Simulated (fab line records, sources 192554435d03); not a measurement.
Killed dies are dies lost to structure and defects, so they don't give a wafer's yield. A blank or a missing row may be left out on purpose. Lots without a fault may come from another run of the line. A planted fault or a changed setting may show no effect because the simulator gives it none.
Problem report in the 8D (eight disciplines) form, filled by code | flow n5_finfet | the parts of the form that need people (team, actions taken, sign-off) are left out

1. THE PROBLEM
spin_speed_rpm at N5_BEOL_M12_COAT_22 reads a mean of 2722.2 rpm on 9 wafers of 3 lots; wafers without a fault read 2887.8 rpm with a standard deviation of 1.8. That is -92 standard deviations from the usual mean.
The step: resist thk 300 nm.
First seen on wafer L901.1, day 13 18:13, on litho_track-03. The record holds 15 wafers of 5 lots with a number at this step. Rule for "out", or "out of limits": more than 4 standard deviations from the usual mean. The other wafers with a number count as sound.

2. WHAT IT IS AND WHAT IT IS NOT
question                    | is                     | is not
which readings at this step | spin_speed_rpm         | -
which lots                  | L900, L901, L902       | L898, L912
which wafers of those lots  | all that have a number | -
read on which tools         | litho_track-03         | litho_track-02
when                        | from day 13 18:13      | up to then (3 sound wafers); but 3 sound wafers of L912 came after

3. SUSPECTS, AND WHAT RULES EACH OUT
Counting: a tool at a process step up to the reading stays a suspect if it ran every lot that is out and no sound lot after the first of them.
- litho_track-03 at N5_BEOL_M12_COAT_22 (resist thk 300 nm): kept. It ran every lot that is out, first L901 (day 13 18:13), and no sound lot after that; its last sound lot up to then is L898 (day 12 15:33). Its own readings are out on those wafers: spin_speed_rpm.
Left after counting: litho_track-03 at N5_BEOL_M12_COAT_22.

4. THE CAUSE (what the simulator had put in)
Process parameter drift: litho_track-03, from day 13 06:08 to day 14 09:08, at N5_BEOL_M12_COAT_22. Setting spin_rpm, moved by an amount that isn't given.
Counting left only this tool.

5. THE CHAIN OF EFFECTS, in route order
Each row: a reading whose mean over the struck wafers that have a number lies more than 3 standard deviations from the usual. Only readings for which the record gives a usual standard deviation are gone through. hours: the time from each lot's start at the first step in this table that gives one to its start at this step, as a median over the lots. sigmas: the change in usual standard deviations.
hours | step                | reading        | usual      | on struck wafers | change | sigmas
0     | N5_BEOL_M12_COAT_22 | spin_speed_rpm | 2887.8 rpm | 2722.2           | -165.6 | -92
The process steps in it:
- N5_BEOL_M12_COAT_22: resist thk 300 nm.

6. WHAT WOULD HAVE CAUGHT IT SOONER
In this record the first reading out of limits was taken at day 13 18:13, 12 hours after the fault began at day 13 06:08.
